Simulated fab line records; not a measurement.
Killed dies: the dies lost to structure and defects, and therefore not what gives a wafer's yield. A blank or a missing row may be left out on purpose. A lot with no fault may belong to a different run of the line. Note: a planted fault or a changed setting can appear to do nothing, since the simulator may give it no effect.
fab line records | flow nandHarc
record lots=14 | wafers=42 | lastDay=24
route steps=1159 shown P_GATE@207 P_CONTACT@217
lots that met no fault: from a run of the same line without faults
startH: hours from the record's opening day to when the first of the lot's shown wafers began | waitH: time in hours since the lot's previous step | " as in the row above | L1.1+2: one row covering several wafers at once | - either no value or no given start | * or withheld: withheld | < > ~ a bound
route shown NAME@n: names a module that has steps shown in the file, with the first one's number in the route | usual: average and standard deviation across the fault-free wafers | same: alike in all rows | chamber/n: place in a boat | sites: readings site by site | _std_site: the standard deviation of these | _edge_site: mean of outer sites minus mean of inner sites | radiusMm: for every site, how far away it sits from the centre of the wafer | mask NAME#n: copy n | behind: the tool/chamber that last shaped the wafer | hold: why the lot went on hold/how many hours it stayed there/how the hold came to an end | device: the transistor (n, p or np) that didn't switch | end of line: the same wafers' tests at the end of the route | step lacking rows: just its recipe | killed: dies that structure and defects cost at the first sort, which is not the same as the wafer's yield | map: a wafer's dies, marking killed ones x, the rest . and places with no die _
set.NAME: the setting that was run; set.NAME@STEP: the one run at that earlier step | model.NAME: the simulator's own value behind a step, which no gauge read
steps of the route over a sample of lots; a table a step, a row a wafer
services: the hour from which a tool's chamber was out of use, counted from the record's first day as startH (under 0 if before that day), plus the number of hours and why
## steps
# step NHARC_P_GATE_RTA_64
# recipe tempC=1050 | timeS=1
# usual annealTempCMax=1057.5/1.7 | lampPowerPct=29.9/0.71 | lamp_zone_3_pct=29.9/0.71 | lamp_zone_4_pct=29.9/0.71 | wafer_temp_C_max=1055.6/1.3
lot.wafer | tool         | chamber | startH | waitH | annealTempCMax | lampPowerPct | lamp_zone_3_pct | lamp_zone_4_pct | wafer_temp_C_max
L687.4    | rtpAnneal-02 | 0       | 106.37 | -     | 1057.6         | 30.5         | 30.4            | 30.4            | 1056.5
L687.5    | "            | 0       | "      | "     | 1057.9         | 30.4         | 30.5            | 30.4            | 1057.2
L687.6    | "            | 0       | "      | "     | 1055.7         | 30.5         | 30.4            | 30.4            | 1057.8
L688.4    | rtpAnneal-01 | 0       | 115.16 | -     | 1058.1         | 29.0         | 29.0            | 28.9            | 1055.2
L688.5    | "            | 0       | "      | "     | 1057.0         | 29.0         | 29.0            | 28.9            | 1054.3
L688.6    | "            | 0       | "      | "     | 1062.3         | 29.0         | 29.0            | 29.0            | 1054.3
L692.2    | rtpAnneal-02 | 0       | 129.92 | -     | 1055.6         | 30.4         | 30.4            | 30.4            | 1056.0
L692.5    | "            | 0       | "      | "     | 1055.8         | 30.4         | 30.3            | 30.3            | 1057.5
L692.6    | "            | 0       | "      | "     | 1055.2         | 30.4         | 30.4            | 30.4            | 1057.1
L693.3    | rtpAnneal-02 | 0       | 147.04 | -     | 1056.8         | 30.4         | 30.4            | 30.5            | 1055.8
L693.5    | "            | 0       | "      | "     | 1057.6         | 30.4         | 30.4            | 30.4            | 1057.2
L693.6    | "            | 0       | "      | "     | 1058.8         | 30.4         | 30.4            | 30.4            | 1056.8
L699.1    | rtpAnneal-02 | 0       | 189.60 | -     | 1054.9         | 30.4         | 30.3            | 30.4            | 1056.4
L699.2    | "            | 0       | "      | "     | 1055.9         | 30.4         | 30.4            | 30.3            | 1053.4
L699.6    | "            | 0       | "      | "     | 1056.5         | 30.4         | 30.4            | 30.4            | 1054.2
L702.1    | rtpAnneal-01 | 0       | 198.01 | -     | 1057.2         | 28.9         | 28.9            | 28.9            | 1054.1
L702.2    | "            | 0       | "      | "     | 1059.6         | 29.0         | 29.0            | 29.0            | 1053.4
L702.4    | "            | 0       | "      | "     | 1056.9         | 28.9         | 29.0            | 29.0            | 1055.1
L701.1    | rtpAnneal-02 | 0       | 200.16 | -     | 1054.6         | 30.3         | 30.4            | 30.4            | 1055.7
L701.4    | "            | 0       | "      | "     | 1058.0         | 30.4         | 30.3            | 30.3            | 1059.5
L701.6    | "            | 0       | "      | "     | 1057.4         | 30.3         | 30.4            | 30.3            | 1054.4
L703.1    | rtpAnneal-01 | 0       | 204.55 | -     | 1059.6         | 29.0         | 29.0            | 28.9            | 1054.1
L703.3    | "            | 0       | "      | "     | 1058.1         | 29.0         | 28.9            | 28.9            | 1056.6
L703.6    | "            | 0       | "      | "     | 1057.0         | 28.9         | 29.0            | 29.0            | 1054.8
L705.2    | rtpAnneal-02 | 0       | 213.05 | -     | 1057.9         | 30.5         | 30.4            | 30.4            | 1056.6
L705.3    | "            | 0       | "      | "     | 1056.3         | 30.4         | 30.4            | 30.4            | 1056.4
L705.4    | "            | 0       | "      | "     | 1056.9         | 30.4         | 30.4            | 30.4            | 1056.5
L704.3    | rtpAnneal-02 | 0       | 215.26 | -     | 1058.0         | 30.5         | 30.5            | 30.5            | 1054.6
L704.4    | "            | 0       | "      | "     | 1057.3         | 30.5         | 30.4            | 30.5            | 1055.6
L704.6    | "            | 0       | "      | "     | 1058.3         | 30.5         | 30.4            | 30.4            | 1054.9
L706.1    | rtpAnneal-02 | 0       | 220.50 | -     | 1055.4         | 30.5         | 30.4            | 30.5            | 1055.7
L706.3    | "            | 0       | "      | "     | 1055.6         | 30.5         | 30.4            | 30.4            | 1055.4
L706.6    | "            | 0       | "      | "     | 1057.3         | 30.4         | 30.4            | 30.4            | 1055.8
L708.1    | rtpAnneal-01 | 0       | 229.54 | -     | 1058.6         | 28.9         | 29.0            | 29.0            | 1053.8
L708.3    | "            | 0       | "      | "     | 1058.3         | 28.9         | 29.0            | 29.0            | 1054.1
L708.4    | "            | 0       | "      | "     | 1057.0         | 28.9         | 28.9            | 28.9            | 1053.8
L707.1    | rtpAnneal-01 | 0       | 230.11 | -     | 1057.8         | 28.9         | 28.9            | 28.9            | 1055.3
L707.3    | "            | 0       | "      | "     | 1058.2         | 29.0         | 28.9            | 28.9            | 1054.4
L707.4    | "            | 0       | "      | "     | 1056.4         | 28.9         | 28.9            | 28.9            | 1055.2
L709.2    | rtpAnneal-02 | 0       | 242.12 | -     | 1056.5         | 30.4         | 30.4            | 30.4            | 1054.3
L709.4    | "            | 0       | "      | "     | 1058.5         | 30.4         | 30.4            | 30.3            | 1055.2
L709.6    | "            | 0       | "      | "     | 1056.8         | 30.4         | 30.4            | 30.3            | 1057.9
# step NHARC_P_GATE_DEGAS_109
# recipe tempC=300 | timeS=60
# usual heaterPowerW=457/34
lot.wafer | tool          | chamber | startH | waitH | heaterPowerW
L687.4    | pvdSputter-02 | -       | 106.63 | 0.1   | 494
L687.6    | "             | -       | "      | "     | 409
L687.5    | "             | -       | "      | "     | 506
L688.4    | pvdSputter-03 | -       | 115.38 | 0.1   | 462
L688.6    | "             | -       | "      | "     | 456
L688.5    | "             | -       | "      | "     | 472
L692.2    | pvdSputter-01 | -       | 130.22 | 0.1   | 439
L692.5    | "             | -       | "      | "     | 494
L692.6    | "             | -       | "      | "     | 463
L693.3    | pvdSputter-03 | -       | 147.29 | 0.1   | 455
L693.6    | "             | -       | "      | "     | 478
L693.5    | "             | -       | "      | "     | 421
L699.2    | pvdSputter-02 | -       | 189.90 | 0.1   | 412
L699.1    | "             | -       | "      | "     | 492
L699.6    | "             | -       | "      | "     | 530
L702.4    | pvdSputter-02 | -       | 198.32 | 0.1   | 411
L702.2    | "             | -       | "      | "     | 476
L702.1    | "             | -       | "      | "     | 414
L701.4    | pvdSputter-01 | -       | 200.46 | 0.1   | 450
L701.1    | "             | -       | "      | "     | 481
L701.6    | "             | -       | "      | "     | 486
L703.3    | pvdSputter-03 | -       | 204.86 | 0.1   | 464
L703.1    | "             | -       | "      | "     | 462
L703.6    | "             | -       | "      | "     | 461
L705.2    | pvdSputter-03 | -       | 213.32 | 0.1   | 472
L705.4    | "             | -       | "      | "     | 477
L705.3    | "             | -       | "      | "     | 458
L704.4    | pvdSputter-01 | -       | 215.53 | 0.1   | 422
L704.3    | "             | -       | "      | "     | 461
L704.6    | "             | -       | "      | "     | 419
L706.1    | pvdSputter-01 | -       | 220.81 | 0.1   | 494
L706.3    | "             | -       | "      | "     | 414
L706.6    | "             | -       | "      | "     | 435
L708.4    | pvdSputter-02 | -       | 229.87 | 0.1   | 411
L708.1    | "             | -       | "      | "     | 483
L708.3    | "             | -       | "      | "     | 426
L707.1    | pvdSputter-02 | -       | 230.41 | 0.1   | 492
L707.4    | "             | -       | "      | "     | 423
L707.3    | "             | -       | "      | "     | 477
L709.2    | pvdSputter-01 | -       | 242.40 | 0.1   | 473
L709.4    | "             | -       | "      | "     | 421
L709.6    | "             | -       | "      | "     | 487
# step NHARC_P_GATE_INSPECT_68
# usual rawDefectCount=195/66
lot.wafer | tool             | chamber | startH | waitH | rawDefectCount
L687.4    | defectInspect-01 | -       | 107.57 | 0.1   | 177
L687.5    | "                | -       | "      | "     | 98
L687.6    | "                | -       | "      | "     | 117
L688.4    | defectInspect-02 | -       | 116.33 | 0.1   | 130
L688.5    | "                | -       | "      | "     | 114
L688.6    | "                | -       | "      | "     | 124
L692.2    | defectInspect-02 | -       | 131.20 | 0.1   | 197
L692.5    | "                | -       | "      | "     | 216
L692.6    | "                | -       | "      | "     | 261
L693.3    | defectInspect-01 | -       | 148.26 | 0.1   | 141
L693.5    | "                | -       | "      | "     | 209
L693.6    | "                | -       | "      | "     | 139
L699.1    | defectInspect-01 | -       | 190.85 | 0.2   | 157
L699.2    | "                | -       | "      | "     | 232
L699.6    | "                | -       | "      | "     | 161
L702.1    | defectInspect-01 | -       | 199.27 | 0.2   | 196
L702.2    | "                | -       | "      | "     | 203
L702.4    | "                | -       | "      | "     | 161
L701.1    | defectInspect-01 | -       | 201.44 | 0.2   | 148
L701.4    | "                | -       | "      | "     | 209
L701.6    | "                | -       | "      | "     | 149
L703.1    | defectInspect-02 | -       | 205.81 | 0.2   | 119
L703.3    | "                | -       | "      | "     | 163
L703.6    | "                | -       | "      | "     | 106
L705.2    | defectInspect-01 | -       | 214.27 | 0.1   | 169
L705.3    | "                | -       | "      | "     | 157
L705.4    | "                | -       | "      | "     | 167
L704.3    | defectInspect-01 | -       | 216.61 | 0.1   | 242
L704.4    | "                | -       | "      | "     | 206
L704.6    | "                | -       | "      | "     | 274
L706.1    | defectInspect-01 | -       | 221.78 | 0.2   | 238
L706.3    | "                | -       | "      | "     | 206
L706.6    | "                | -       | "      | "     | 323
L708.1    | defectInspect-01 | -       | 230.94 | 0.2   | 335
L708.3    | "                | -       | "      | "     | 177
L708.4    | "                | -       | "      | "     | 220
L707.1    | defectInspect-01 | -       | 231.39 | 0.2   | 146
L707.3    | "                | -       | "      | "     | 196
L707.4    | "                | -       | "      | "     | 216
L709.2    | defectInspect-01 | -       | 243.54 | 0.2   | 208
L709.4    | "                | -       | "      | "     | 185
L709.6    | "                | -       | "      | "     | 214
# step NHARC_P_CONTACT_DEP_30
# recipe targetThkA=300 | tempC=400 | targetThkNm=30 | flowSccm=200 | rfW=450 | material=SiNx
# usual heaterPowerOuterW=432/60 | heaterPowerW=728/87
lot.wafer | tool     | chamber | startH | waitH | heaterPowerOuterW | heaterPowerW
L687.6    | pecvd-02 | 2       | 107.82 | 0.3   | 403               | 666
L687.5    | "        | 0       | "      | "     | 512               | 850
L687.4    | "        | 1       | "      | "     | 392               | 671
L688.6    | pecvd-02 | 2       | 116.51 | 0.2   | 370               | 664
L688.5    | "        | 0       | "      | "     | 571               | 944
L688.4    | "        | 1       | "      | "     | 435               | 740
L692.2    | pecvd-03 | 2       | 131.27 | 0.1   | 362               | 666
L692.5    | "        | 2       | "      | "     | 352               | 668
L692.6    | "        | 0       | "      | "     | 487               | 779
L693.3    | pecvd-03 | 2       | 148.37 | 0.1   | 464               | 796
L693.6    | "        | 1       | "      | "     | 390               | 633
L693.5    | "        | 0       | "      | "     | 503               | 766
L699.2    | pecvd-03 | 2       | 190.96 | 0.1   | -                 | -
L699.1    | "        | 0       | "      | "     | -                 | -
L699.6    | "        | 0       | "      | "     | -                 | -
L702.1    | pecvd-03 | 2       | 199.33 | 0.1   | 371               | 695
L702.2    | "        | 0       | "      | "     | 465               | 738
L702.4    | "        | 2       | "      | "     | 377               | 682
L701.1    | pecvd-02 | 0       | 201.54 | 0.1   | -                 | -
L701.6    | "        | 2       | "      | "     | -                 | -
L701.4    | "        | 1       | "      | "     | -                 | -
L703.3    | pecvd-02 | 0       | 205.93 | 0.1   | 548               | 915
L703.1    | "        | 2       | "      | "     | 382               | 655
L703.6    | "        | 0       | "      | "     | 537               | 897
L705.2    | pecvd-02 | 0       | 214.38 | 0.1   | 451               | 765
L705.3    | "        | 1       | "      | "     | 445               | 737
L705.4    | "        | 0       | "      | "     | 435               | 765
L704.3    | pecvd-01 | 1       | 216.76 | 0.1   | 416               | 654
L704.4    | "        | 2       | "      | "     | 493               | 826
L704.6    | "        | 0       | "      | "     | 406               | 761
L706.3    | pecvd-03 | 1       | 222.01 | 0.2   | 387               | 644
L706.1    | "        | 2       | "      | "     | 401               | 719
L706.6    | "        | 2       | "      | "     | 414               | 756
L708.1    | pecvd-03 | 0       | 231.04 | 0.1   | 505               | 758
L708.3    | "        | 1       | "      | "     | 408               | 660
L708.4    | "        | 1       | "      | "     | 305               | 546
L707.1    | pecvd-01 | 1       | 231.46 | 0.1   | 383               | 597
L707.3    | "        | 0       | "      | "     | 403               | 750
L707.4    | "        | 2       | "      | "     | 407               | 723
L709.2    | pecvd-03 | 1       | 243.90 | 0.4   | 391               | 668
L709.6    | "        | 0       | "      | "     | 506               | 782
L709.4    | "        | 2       | "      | "     | 387               | 716
## services
tool          | chamber | startH | hours | kind
pecvd-01      | 1       | 86.60  | 12.3  | repair
pvdSputter-03 | -       | 102.00 | 10.0  | pm
pecvd-03      | -       | 111.00 | 13.0  | pm
pecvd-03      | 0       | 111.00 | 13.0  | ventCycle
pecvd-03      | 1       | 111.00 | 13.0  | ventCycle
pecvd-03      | 2       | 111.00 | 13.0  | ventCycle
pecvd-03      | 0       | 124.00 | -     | clean
pecvd-03      | 1       | 124.00 | -     | clean
pecvd-03      | 2       | 124.00 | -     | clean
pecvd-03      | -       | 128.14 | 0.6   | repair
pecvd-02      | 1       | 146.29 | 48.7  | repair
pecvd-02      | -       | 153.00 | 13.0  | pm
pecvd-02      | 0       | 153.00 | 13.0  | ventCycle
pecvd-02      | 2       | 153.00 | 13.0  | ventCycle
pvdSputter-01 | -       | 158.00 | 10.0  | pm
pecvd-02      | -       | 166.20 | 3.0   | repair
pecvd-01      | -       | 185.65 | 0.9   | repair
pecvd-01      | -       | 186.91 | 2.0   | repair
pecvd-03      | -       | 188.72 | 0.6   | repair
pvdSputter-02 | -       | 214.00 | 10.0  | pm
pvdSputter-03 | -       | 221.53 | 4.7   | repair
pecvd-01      | -       | 237.21 | 13.0  | pm
pvdSputter-03 | -       | 237.53 | 4.9   | repair
pecvd-02      | -       | 243.43 | 2.9   | repair
## key
firstSign step=NHARC_P_CONTACT_DEP_30 | reading=toolRecord | direction=missing
effect none on later readings
metAt NHARC_P_CONTACT_DEP_30
struckLots L699,L701
sortLeftOut L699.1,L699.2,L699.6,L701.1,L701.4,L701.6
testerLeftOut L699,L701
notActingAt NHARC_P_GATE_RTA_64,NHARC_P_GATE_DEGAS_109,NHARC_P_GATE_INSPECT_68
onsetBetween 148.37 190.96
fault kind=skippedStepWhole | tool=pecvd-02,pecvd-03 | chamber=- | onsetH=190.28 | steps=NHARC_P_CONTACT_DEP_30 | scope=struckLotsOnly
# testerLeftOut: of these lots the tester's yield and bins aren't shown, on N5 and GAA mostly nor the transistor test; their killed dies are dies lost to structure and defects alone, not to doping, threshold or leakage, so they don't give the yield
# sortLeftOut: the simulated sort isn't trusted on such a fault, so these wafers' sort isn't shown, and their yield isn't known
